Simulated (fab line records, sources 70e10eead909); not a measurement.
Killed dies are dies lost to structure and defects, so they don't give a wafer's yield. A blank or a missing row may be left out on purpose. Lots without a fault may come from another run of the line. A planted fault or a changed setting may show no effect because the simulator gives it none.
One fault seen from 2 desks | flow nand_harc | each desk has only its own numbers; what lay behind them comes last

THE METROLOGY DESK
What the gauges read, lot by lot, whatever tool the lot ran on: means of the sampled wafers that have a number. A lot is out of limits, marked OUT, if its mean lies more than 4 standard deviations from the usual mean; the brackets give that distance.
Columns: A = thk_nm at NHARC_A_ONON_D1_THK_MEAS_05, usual 999 nm
lot  | first seen here | A
L611 | day 8 01:11     | 997
L613 | day 8 14:50     | 981
L614 | day 9 02:40     | 985
L615 | day 9 02:49     | 1006
L617 | day 10 02:50    | 992
L618 | day 10 19:37    | 987
L620 | day 11 12:04    | 1010
L622 | day 12 12:23    | 456 (-45) OUT
L626 | day 13 18:28    | 464 (-45) OUT
L630 | day 15 12:41    | 1006
L631 | day 16 09:58    | 987
L632 | day 16 09:58    | 1009
L633 | day 16 21:34    | 1003
L634 | day 17 10:29    | 992
This desk's finding: out of limits on L622, L626; first on L622, day 12 12:23 (thk_nm at NHARC_A_ONON_D1_THK_MEAS_05). In limits: L611, L613, L614, L615, L617, L618, L620, L630, L631, L632, L633, L634.

THE TOOL OWNER'S DESK: pecvd_onon-04
The tool's own readings at NHARC_A_ONON_D1_DEP_03 (target thk 1000 nm): means of the sampled wafers that have a number, for each lot that ran on this tool. A lot is out of limits, marked OUT, if its mean lies more than 4 standard deviations from the usual mean; the brackets give that distance.
Columns: A = nh3_flow_sccm at NHARC_A_ONON_D1_DEP_03, usual 499.6 sccm
lot  | first seen here | A
L611 | day 8 00:41     | 501.4
L615 | day 9 02:18     | 500.5
L617 | day 10 02:19    | 499.1
L618 | day 10 19:07    | 500.2
L620 | day 11 11:41    | 497.7
L622 | day 12 11:53    | 500.8
L626 | day 13 18:05    | 497.8
L631 | day 16 09:34    | 497.2
L633 | day 16 21:14    | 501.1
This desk's finding: nothing out of limits on any of the 9 lots.

PUT TOGETHER
The metrology desk could have raised an alarm at day 12 12:23, on L622, L626.
The tool owner's desk saw nothing out of limits.
The tool owner's desk has L622, L626 on record, within its limits.
Of the lots named, all ran NHARC_A_ONON_D1_DEP_03 on pecvd_onon-04.

WHAT THE SIMULATOR HAD PUT IN
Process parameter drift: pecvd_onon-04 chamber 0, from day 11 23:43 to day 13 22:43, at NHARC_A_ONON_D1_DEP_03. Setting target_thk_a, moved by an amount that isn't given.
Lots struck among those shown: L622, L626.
Hours from the fault's start to each desk's first reading out of limits: the metrology desk, 13.
